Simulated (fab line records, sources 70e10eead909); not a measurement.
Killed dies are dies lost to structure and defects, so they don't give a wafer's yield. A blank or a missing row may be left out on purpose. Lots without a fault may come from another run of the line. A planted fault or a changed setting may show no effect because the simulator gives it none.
fab line records | flow nand_harc
record lots=13 wafers=39 last_day=24
route steps=1159 shown A_ONON_D1@438 A_BONDPAD@1073 THIN_TSV@1102 END@1159
lots that met no fault: from a run of the same line without faults
start_h: hours from the record's first day to the start of the lot's first wafer shown | wait_h: hours since the lot's step before | " the same as in the row above | L1.1+2: a row that stands for several wafers | - no value, or no start given | * or withheld: withheld | < > ~ a bound
route shown NAME@n: a module of which the file shows steps, and the number in the route of the first | usual: mean/standard deviation of fault-free wafers | same: alike in all rows | chamber/n: place in a boat | sites: the reading at each site | _std_site: their standard deviation | _edge_site: outer sites' mean less inner sites' | radius_mm: how far each site lies from the wafer's centre | mask NAME#n: copy n | behind: the tool/chamber that last shaped the wafer | hold: why the lot was held/for how many hours/how that ended | device: the transistor (n, p or np) that didn't switch | end of line: the same wafers' tests at the end of the route | a step without rows: its recipe alone | killed: dies lost to structure and defects at the first sort, not the wafer's yield | map: a wafer's dies, x killed, . not, _ none there
set.NAME: the setting as run; set.NAME@STEP: as run at that earlier step | model.NAME: the simulator's own value behind a step, which no gauge read
steps of the route over a sample of lots; a table a step, a row a wafer
services: from which hour (start_h, from the record's first day; less than 0 if before it) a tool's chamber was out of use, for how many hours, and why
## steps
# step NHARC_A_ONON_D1_DEP_19
# recipe target_thk_a=10000 n2_flow_sccm=2750 n2o_flow_sccm=2000 nh3_flow_sccm=500 sih4_flow_sccm=210 temp_c=400
# usual susceptor_temp_C=399.99/0.25
# columns lot.wafer tool chamber start_h wait_h susceptor_temp_C
L279.4 pecvd_onon-03 0 166.65 0.2 399.90
L279.5 " 0 " " 399.92
L279.6 " 0 " " 399.80
L282.1 pecvd_onon-02 0 182.60 0.1 399.81
L282.2 " 0 " " 399.82
L282.6 " 0 " " 400.17
L281.1 pecvd_onon-04 0 182.60 0.1 399.87
L281.3 " 0 " " 399.66
L281.4 " 0 " " 399.90
L280.4 pecvd_onon-03 0 182.91 0.3 399.86
L280.5 " 0 " " 400.01
L280.6 " 0 " " 400.02
L283.1 pecvd_onon-02 0 194.88 0.1 399.42
L283.2 " 0 " " 399.74
L283.5 " 0 " " 399.75
L286.2 pecvd_onon-02 0 220.41 0.1 399.84
L286.4 " 0 " " 399.84
L286.6 " 0 " " 399.71
L296.3 pecvd_onon-03 0 268.13 0.3 399.71
L296.4 " 0 " " 399.78
L296.6 " 0 " " 399.85
L293.1 pecvd_onon-03 0 268.36 0.2 400.07
L293.4 " 0 " " 400.15
L293.6 " 0 " " 400.27
L298.1 pecvd_onon-03 0 280.19 0.1 400.10
L298.3 " 0 " " 400.21
L298.6 " 0 " " 400.19
L300.1 pecvd_onon-03 0 290.03 0.1 400.38
L300.3 " 0 " " 400.40
L300.4 " 0 " " 400.29
L299.1 pecvd_onon-04 0 290.09 0.1 400.62
L299.3 " 0 " " 400.39
L299.4 " 0 " " 400.34
L301.2 pecvd_onon-03 0 296.91 0.1 400.29
L301.4 " 0 " " 400.13
L301.6 " 0 " " 400.31
L302.2 pecvd_onon-04 0 296.92 0.1 399.83
L302.4 " 0 " " 399.98
L302.5 " 0 " " 399.70
# step NHARC_A_BONDPAD_OVL_MEAS_35
# usual overlay_x_nm=3/6.3 overlay_y_nm=1/7.1
# columns lot.wafer tool chamber start_h wait_h overlay_x_nm overlay_y_nm
L279.4 overlay-02 - 400.87 - 5 1
L279.5 " - " " 5 1
L279.6 " - " " 5 1
L282.1 overlay-01 - 409.46 - -4 11
L282.2 " - " " -5 11
L282.6 " - " " -4 10
L281.1 overlay-02 - 412.52 - -2 -8
L281.3 " - " " -2 -7
L281.4 " - " " -2 -8
L280.4 overlay-02 - 419.25 - 10 -8
L280.5 " - " " 11 -7
L280.6 " - " " 10 -7
L283.1 overlay-02 - 426.41 - 6 -4
L283.2 " - " " 7 -3
L283.5 " - " " 6 -4
L286.2 overlay-01 - 452.33 - 1 6
L286.4 " - " " 1 6
L286.6 " - " " 1 6
L296.3 overlay-02 - 505.39 - 6 -14
L296.4 " - " " 5 -14
L296.6 " - " " 5 -14
L293.1 overlay-01 - 515.44 - 2 -7
L293.4 " - " " 2 -7
L293.6 " - " " 2 -7
L298.1 overlay-01 - 516.19 - 15 8
L298.3 " - " " 14 8
L298.6 " - " " 15 8
L299.1 overlay-02 - 529.61 - 9 1
L299.3 " - " " 9 0
L299.4 " - " " 10 1
L300.1 overlay-01 - 530.35 - 9 0
L300.3 " - " " 9 0
L300.4 " - " " 9 1
L301.2 overlay-01 - 542.27 - -5 3
L301.4 " - " " -5 2
L301.6 " - " " -5 3
L302.2 overlay-01 - 553.11 - 1 0
L302.4 " - " " 0 0
L302.5 " - " " 0 0
# step NHARC_A_BONDPAD_STRIP_15
# recipe o2_flow_sccm=500 ar_flow_sccm=0 bias_w=0 chemistry=O2
# usual drypump_motor_current_A=5.5/0.46 oes_product_au=1.001/0.0088 rf_vpp_V=57.9/0.93 showerhead_plenum_p_Torr=3.55/0.15 throttle_valve_pct=17.037/0.009
# columns lot.wafer tool chamber start_h wait_h drypump_motor_current_A oes_product_au rf_hours_counter_h rf_vpp_V showerhead_plenum_p_Torr throttle_valve_pct
L279.4 rie_diel-10 2 401.40 0.1 5.3 1.003 2 56.8 3.78 17.037
L279.5 " 1 " " 5.0 1.010 - 59.0 3.45 17.028
L279.6 " 2 " " 5.3 0.995 - 58.5 3.78 17.035
L282.1 rie_diel-01 2 410.01 0.1 5.6 0.993 17 58.0 3.33 17.044
L282.2 " 3 " " 5.6 1.000 17 57.2 3.67 17.044
L282.6 " 0 " " 5.3 1.010 - 58.0 3.60 17.051
L281.3 rie_diel-10 1 413.08 0.1 5.0 1.002 2 56.5 3.44 17.030
L281.1 " 2 " " 5.2 0.999 2 56.9 3.78 17.012
L281.4 " 3 " " 5.6 0.989 - 58.6 3.55 17.034
L280.4 rie_diel-01 2 419.76 0.1 5.6 0.996 18 56.9 3.32 17.023
L280.6 " 2 " " 5.6 0.994 - 57.0 3.32 17.044
L280.5 " 3 " " 5.6 0.991 - 58.1 3.67 17.035
L283.1 rie_diel-10 2 426.98 0.1 5.2 1.013 3 59.7 3.78 17.048
L283.2 " 3 " " 5.6 1.003 3 58.7 3.55 17.047
L283.5 " 0 " " 5.2 1.014 - 56.4 3.42 17.042
L286.2 rie_diel-10 0 452.86 0.1 5.3 0.996 3 59.0 3.42 17.056
L286.4 " 2 " " 5.2 1.000 4 59.7 3.78 17.031
L286.6 " 0 " " 5.3 0.992 - 57.2 3.42 17.055
L296.3 rie_diel-10 3 505.92 0.1 5.6 0.992 6 57.1 3.55 17.042
L296.4 " 0 " " 5.3 1.001 5 57.3 3.42 17.050
L296.6 " 2 " " 5.2 1.010 - 58.1 3.78 17.047
L293.4 rie_diel-01 3 516.03 0.1 5.6 0.988 3 58.9 3.66 17.037
L293.1 " 0 " " 5.3 1.001 2 58.1 3.59 17.045
L293.6 " 2 " " 5.5 0.990 - 57.8 3.32 17.040
L298.3 rie_diel-10 3 516.72 0.1 5.6 1.008 6 58.4 3.55 17.030
L298.1 " 0 " " 5.3 1.007 6 57.3 3.42 17.041
L298.6 " 2 " " 5.2 1.004 - 58.2 3.78 17.030
L299.1 rie_diel-10 1 530.18 0.1 5.0 1.013 7 58.2 3.44 17.038
L299.3 " 2 " " 5.3 1.019 7 58.8 3.78 17.033
L299.4 " 1 " " 5.0 1.009 - 58.5 3.44 17.022
L300.1 rie_diel-01 1 531.57 0.1 5.7 0.994 5 58.1 3.63 17.027
L300.4 " 2 " " 5.6 0.994 6 57.0 3.31 17.036
L300.3 " 3 " " 5.6 0.999 6 57.9 3.66 17.059
L301.2 rie_diel-10 2 542.78 0.1 5.2 1.000 0 58.0 3.78 17.043
L301.4 " 0 " " 5.3 0.990 0 57.2 3.42 17.046
L301.6 " 3 " " 5.6 0.985 - 57.8 3.55 17.022
L302.2 rie_diel-10 1 553.62 0.1 5.0 1.011 0 57.0 3.44 17.031
L302.4 " 3 " " 5.6 0.988 0 59.0 3.55 17.023
L302.5 " 1 " " 5.0 1.003 - 58.7 3.44 17.032
# step NHARC_THIN_TSV_CMP_01
# recipe target_thk_um=3
# usual motor_current_A=12.1/1.1
# columns lot.wafer tool chamber start_h wait_h motor_current_A
L279.4 cmp-04 0 417.75 0.5 13.5
L279.6 " 2 " " 11.0
L279.5 " 3 " " 10.5
L282.2 cmp-03 3 423.60 0.8 12.3
L282.1 " 0 " " 13.4
L282.6 " 3 " " 13.4
L281.3 cmp-03 1 424.79 0.6 12.9
L281.1 " 2 " " 10.6
L281.4 " 3 " " 12.6
L280.4 cmp-02 3 433.80 0.5 12.2
L280.6 " 2 " " 12.9
L280.5 " 3 " " 11.8
L283.1 cmp-04 1 441.61 1.0 12.2
L283.2 " 3 " " 11.7
L283.5 " 1 " " 11.9
L286.4 cmp-03 0 465.64 0.5 12.8
L286.2 " 1 " " 13.5
L286.6 " 2 " " 10.5
L296.4 cmp-02 3 519.18 0.4 11.9
L296.3 " 1 " " 12.5
L296.6 " 0 " " 11.6
L298.1 cmp-02 3 532.39 1.0 11.8
L298.3 " 2 " " 11.8
L298.6 " 0 " " 11.6
L293.1 cmp-02 1 533.62 1.1 13.0
L293.4 " 2 " " 13.2
L293.6 " 0 " " 11.9
L299.1 cmp-04 1 543.55 1.0 11.8
L299.4 " 2 " " 10.8
L299.3 " 0 " " 12.6
L300.4 cmp-04 3 544.76 0.4 10.7
L300.3 " 0 " " 12.2
L300.1 " 1 " " 11.8
L301.4 cmp-03 2 556.13 0.4 10.3
L301.2 " 3 " " 12.9
L301.6 " 2 " " 10.1
L302.4 cmp-03 0 566.99 0.4 13.6
L302.2 " 1 " " 13.5
L302.5 " 1 " " 13.0
# step NHARC_END_SORT_01
# recipe temp_c=25
# usual killed_at_array=27/11 killed_at_other=0.8/1.1 killed_at_periphery=2.8/1.9 killed_dies=30/11 killed_open=3.3/1.8 killed_short=2.3/1.5
# same gross_dies=677
# columns lot.wafer tool chamber start_h wait_h killed_at_array killed_at_other killed_at_periphery killed_dies killed_open killed_short
L283.1 prober-02 0 460.91 2.5 148 0 4 152 4 5
L283.2 prober-02 0 461.72 2.8 116 0 3 119 2 5
L283.5 prober-02 0 464.13 3.7 113 0 4 117 1 2
L286.2 prober-01 0 482.54 2.8 101 0 2 103 4 1
L286.4 prober-01 0 484.14 3.4 112 0 1 113 4 3
L286.6 prober-01 0 485.74 4.0 109 2 2 113 3 2
# killed by level:class
L283.1 A_ONON_D1:unspecified=100 A_CHANNEL_HOLE_D1:chamber_film_flake=14 A_SLIT:chamber_film_flake=13 A_CONTACT:chamber_film_flake=8 P_STI:chamber_film_flake=3 A_STAIRCASE:chamber_film_flake=3 A_SGD_CUT:geometric_particle:short=2 A_CONTACT:geometric_particle:open=2
L283.2 A_ONON_D1:unspecified=95 A_CHANNEL_HOLE_D1:chamber_film_flake=6 A_SLIT:chamber_film_flake=6 A_STAIRCASE:chamber_film_flake=2 P_CONTACT:geometric_particle:short=1 P_M0:geometric_particle:short=1 A_SOURCE_PLATE:geometric_particle:short=1 A_WL_FILL:geometric_particle:short=1
L283.5 A_ONON_D1:unspecified=95 A_CHANNEL_HOLE_D1:chamber_film_flake=7 A_SLIT:chamber_film_flake=4 P_STI:chamber_film_flake=3 A_CONTACT:chamber_film_flake=3 A_CHANNEL_HOLE_D1:geometric_particle:open=1 A_WL_FILL:geometric_particle:short=1 A_M1:geometric_particle:short=1
L286.2 A_ONON_D1:unspecified=90 A_STAIRCASE:chamber_film_flake=4 A_CONTACT:geometric_particle:open=2 P_GATE:geometric_particle:open=1 P_M1:geometric_particle:open=1 A_CHANNEL_HOLE_D1:geometric_particle:short=1 A_CHANNEL_HOLE_D1:chamber_film_flake=1 A_CHANNEL_FILL_D1:chamber_film_flake=1
L286.4 A_ONON_D1:unspecified=93 A_CHANNEL_HOLE_D1:chamber_film_flake=7 A_STAIRCASE:chamber_film_flake=3 A_CHANNEL_FILL_D1:geometric_particle:short=2 A_M0:geometric_particle:open=2 A_CHANNEL_FILL_D1:geometric_particle:open=1 A_SGD_CUT:geometric_particle:short=1 A_WL_FILL:geometric_particle:open=1
L286.6 A_ONON_D1:unspecified=100 A_CONTACT:chamber_film_flake=2 P_STI:geometric_particle:open=1 A_ONON_D1:geometric_particle:open=1 A_CONTACT:geometric_particle:open=1 A_BLC:geometric_particle:short=1 P_STI:chamber_film_flake=1 STARTING-WAFER:geometric_particle:short=1
## services
# columns tool chamber start_h hours kind
pecvd_onon-03 - 153.12 13.0 pm
cmp-03 - 156.00 4.0 pm
rie_diel-10 - 176.50 9.0 pm
rie_diel-10 2 206.83 4.2 repair
cmp-03 - 209.84 4.3 repair
cmp-03 - 216.24 0.3 repair
cmp-03 - 254.00 4.0 pm
cmp-03 - 262.20 29.3 repair
cmp-03 - 312.52 0.4 repair
pecvd_onon-03 - 334.12 13.0 pm
cmp-03 - 342.13 1.7 repair
cmp-03 - 352.00 4.0 pm
rie_diel-10 - 353.50 9.0 pm
cmp-03 - 377.37 0.6 repair
rie_diel-10 0 411.03 5.3 repair
pecvd_onon-03 - 411.87 2.8 repair
cmp-03 - 439.45 3.4 repair
cmp-03 - 449.30 1.0 repair
cmp-03 - 450.34 4.0 pm
cmp-03 - 461.23 0.5 repair
pecvd_onon-03 - 515.12 13.0 pm
rie_diel-10 3 529.19 8.0 repair
rie_diel-10 - 530.55 9.0 pm
rie_diel-10 3 554.01 3.9 repair
## key
first_sign step=NHARC_END_SORT_01 reading=killed_at_array direction=up sigmas=8.3 usual=27 struck=116
effect step=NHARC_END_SORT_01 reading=killed_dies direction=up sigmas=8.1 usual=30 struck=120
more_kills_born_at NHARC_A_ONON_D1_DEP_19@pecvd_onon-02=573
met_at NHARC_A_ONON_D1_DEP_19
struck_lots L283,L286
tester_left_out L283,L286
not_acting_at NHARC_A_BONDPAD_OVL_MEAS_35,NHARC_A_BONDPAD_STRIP_15,NHARC_THIN_TSV_CMP_01
onset_between 182.60 194.88
fault kind=chamber_particle_source tool=pecvd_onon-02 chamber=- onset_h=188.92 steps=NHARC_A_ONON_D1_DEP_19 rate_per_visit_cm2=1.3743 end_h=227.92
# tester_left_out: of these lots the tester's yield and bins aren't shown, on N5 and GAA mostly nor the transistor test; their killed dies are dies lost to structure and defects alone, not to doping, threshold or leakage, so they don't give the yield
